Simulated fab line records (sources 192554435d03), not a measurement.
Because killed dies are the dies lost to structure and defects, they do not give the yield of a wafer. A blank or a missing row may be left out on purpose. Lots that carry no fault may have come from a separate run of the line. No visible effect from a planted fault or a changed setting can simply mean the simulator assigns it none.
Matching of chambers :: flow n5-finfet :: N5_BEOL_M7_DESCUM_33 on rie-diel-04 has 4 sister chambers
The step chemistry O2, time 7 s. 4 wafers are shown with their chamber, then 12 later ones without.

WAFERS, EACH WITH ITS CHAMBER
wafer: L083.5
chamber: 3
throttle-valve-pct (%): 20.78

wafer: L089.4
chamber: 0
throttle-valve-pct (%): 20.89

wafer: L089.5
chamber: 1
throttle-valve-pct (%): 20.30

wafer: L089.6
chamber: 2
throttle-valve-pct (%): 20.01

WAFERS MISSING THEIR CHAMBER
wafer: L092.1
throttle-valve-pct (%): 20.03

wafer: L092.2
throttle-valve-pct (%): 20.28

wafer: L092.3
throttle-valve-pct (%): 20.89

wafer: L092.4
throttle-valve-pct (%): 20.55

wafer: L092.5
throttle-valve-pct (%): 20.92

wafer: L092.6
throttle-valve-pct (%): 20.29

wafer: L095.4
throttle-valve-pct (%): 20.56

wafer: L095.5
throttle-valve-pct (%): 20.55

wafer: L095.6
throttle-valve-pct (%): 20.04

wafer: L097.2
throttle-valve-pct (%): 20.31

wafer: L097.3
throttle-valve-pct (%): 20.92

wafer: L097.6
throttle-valve-pct (%): 20.30

THE CHAMBER EACH PASSED THROUGH
wafer: L092.1
from the rows above: 2
in truth: 2

wafer: L092.2
from the rows above: 1
in truth: 1

wafer: L092.3
from the rows above: can't be placed: 0 or 3
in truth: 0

wafer: L092.4
from the rows above: can't be placed: 3 or 1 or 0
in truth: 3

wafer: L092.5
from the rows above: can't be placed: 0 or 3
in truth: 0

wafer: L092.6
from the rows above: 1
in truth: 1

wafer: L095.4
from the rows above: can't be placed: 3 or 1 or 0
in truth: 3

wafer: L095.5
from the rows above: can't be placed: 3 or 1 or 0
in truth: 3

wafer: L095.6
from the rows above: 2
in truth: 2

wafer: L097.2
from the rows above: 1
in truth: 1

wafer: L097.3
from the rows above: can't be placed: 0 or 3
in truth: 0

wafer: L097.6
from the rows above: 1
in truth: 1
Correct placement for 6 of the 12. Can't be placed from these rows: 6 (the true chamber is among the candidates in 6). Number placed wrongly: 0.
How it was worked out, from the rows above alone: a wafer's distance from a chamber is the root of the sum, over the readings, of the square of ((its reading less the chamber's mean) divided by the reading's scatter). The wafer belongs to the nearest chamber; if the next one is less than 2 further off, it can't be placed. A chamber's mean is the mean of its shown wafers. The scatter: with one shown wafer a chamber, the root of the mean of the squares of how far each hidden wafer lies from its nearest shown one.
